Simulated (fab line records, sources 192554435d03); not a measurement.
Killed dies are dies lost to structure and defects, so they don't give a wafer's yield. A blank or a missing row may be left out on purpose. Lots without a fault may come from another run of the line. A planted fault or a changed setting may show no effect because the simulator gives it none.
Split-lot experiment | flow n5_finfet | 7 lots, 21 wafers read, on a route of 1938 steps

THE SPLIT
At N5_BEOL_M14_SPUTTER_44 (material Ta, target thk 15 nm, time 24.19 s), the setting power_w was moved away from the recipe's 15000 W on 8 of the 21 wafers read, by -14.5% to -9.5%. The other wafers ran this setting at the recipe's value.

The reading is taken at the split's own step.

THE READING
Ta_of_BEOL_M14_SPUTTER_44.thk_nm (the simulator's own value, which no gauge read), in nm, at N5_BEOL_M14_SPUTTER_44 (material Ta, target thk 15 nm, time 24.19 s). The file gives no usual value for it. The 13 wafers here that ran the recipe average 15.2 nm, standard deviation 0.18 nm.

wafer  | tool, chamber at the split | power_w as run, W | against the recipe | Ta_of_BEOL_M14_SPUTTER_44.thk_nm, nm | against lot-mates on the recipe
L078.1 | pvd_sputter-01, -          | 13580             | -9.5%              | 14                                   | -1.3
L078.3 | pvd_sputter-01, -          | 15000             | recipe             | 15.2                                 | -
L078.4 | pvd_sputter-01, -          | 15000             | recipe             | 15.4                                 | -
L079.2 | pvd_sputter-02, -          | 12840             | -14.4%             | 13.2                                 | -2.0
L079.6 | pvd_sputter-02, -          | 12840             | -14.4%             | 13.2                                 | -2.0
L079.5 | pvd_sputter-02, -          | 15000             | recipe             | 15.2                                 | -
L081.3 | pvd_sputter-02, -          | 15000             | recipe             | 15                                   | -
L081.6 | pvd_sputter-02, -          | 15000             | recipe             | 15                                   | -
L081.5 | pvd_sputter-02, -          | 13300             | -11.3%             | 13.2                                 | -1.8
L083.3 | pvd_sputter-03, -          | 13290             | -11.4%             | 13.4                                 | -1.6
L083.4 | pvd_sputter-03, -          | 13290             | -11.4%             | 13.2                                 | -1.8
L083.5 | pvd_sputter-03, -          | 15000             | recipe             | 15                                   | -
L085.3 | pvd_sputter-03, -          | 12820             | -14.5%             | 12.6                                 | -2.6
L085.4 | pvd_sputter-03, -          | 15000             | recipe             | 15.2                                 | -
L085.5 | pvd_sputter-03, -          | 12820             | -14.5%             | 13                                   | -2.2
L090.1 | pvd_sputter-03, -          | 15000             | recipe             | 15.4                                 | -
L090.4 | pvd_sputter-03, -          | 15000             | recipe             | 15.4                                 | -
L090.3 | pvd_sputter-03, -          | 15000             | recipe             | 15.2                                 | -
L095.4 | pvd_sputter-03, -          | 15000             | recipe             | 15.2                                 | -
L095.5 | pvd_sputter-03, -          | 15000             | recipe             | 14.8                                 | -
L095.6 | pvd_sputter-03, -          | 15000             | recipe             | 15                                   | -

THE FIT
A straight line over all 21 wafers: Ta_of_BEOL_M14_SPUTTER_44.thk_nm changes by +0.152 nm for each +1% of power_w; r = +0.98; the points scatter about the line by 0.21 nm.
The same after taking each lot's own level away (the mean of its wafers on the recipe; 21 wafers): +0.151 nm for each +1%; r = +0.99; scatter 0.14 nm.
On that fit, the largest move of power_w shifts the reading by 2.2 nm.
The lots' own levels span 15.00 to 15.33 nm, that is 1.9 times the standard deviation above.
So the lot-to-lot level changes the slope little: the two slopes agree.
Check: with one of the wafers moved furthest among these (-14.5%) left out of the fit, the line predicts -2.12 nm for it against its lot-mates. It came out at -2.6 nm against them.

OTHER SPLITS ON THESE WAFERS
These wafers also went through other splits before the reading. Each is held against what the fit with the lots' levels taken away leaves over:
other split on the same wafers     | wafers away from the commonest value | r with Ta_of_BEOL_M14_SPUTTER_44.thk_nm (lot level and that fit taken away)
N5_BEOL_M7_DESCUM_33 time_s        | 4                                    | -0.19
N5_BEOL_M7_TRENCH_ETCH_37 source_w | 7                                    | -0.18
N5_BEOL_M8_TRENCH_ETCH_37 time_s   | 3                                    | -0.25
N5_BEOL_M8_ALD_77 purge_time_s     | 7                                    | +0.07
N5_BEOL_M10_TRENCH_ETCH_37 bias_w  | 5                                    | -0.51
N5_BEOL_M13_COAT_04 spin_rpm       | 7                                    | +0.13
N5_BEOL_M14_ETCH_68 time_s         | 9                                    | +0.20

THE FILE'S OWN FIT
Ta_of_BEOL_M14_SPUTTER_44.thk_nm changes by +0.151 nm for each +1% of power_w, r = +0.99.
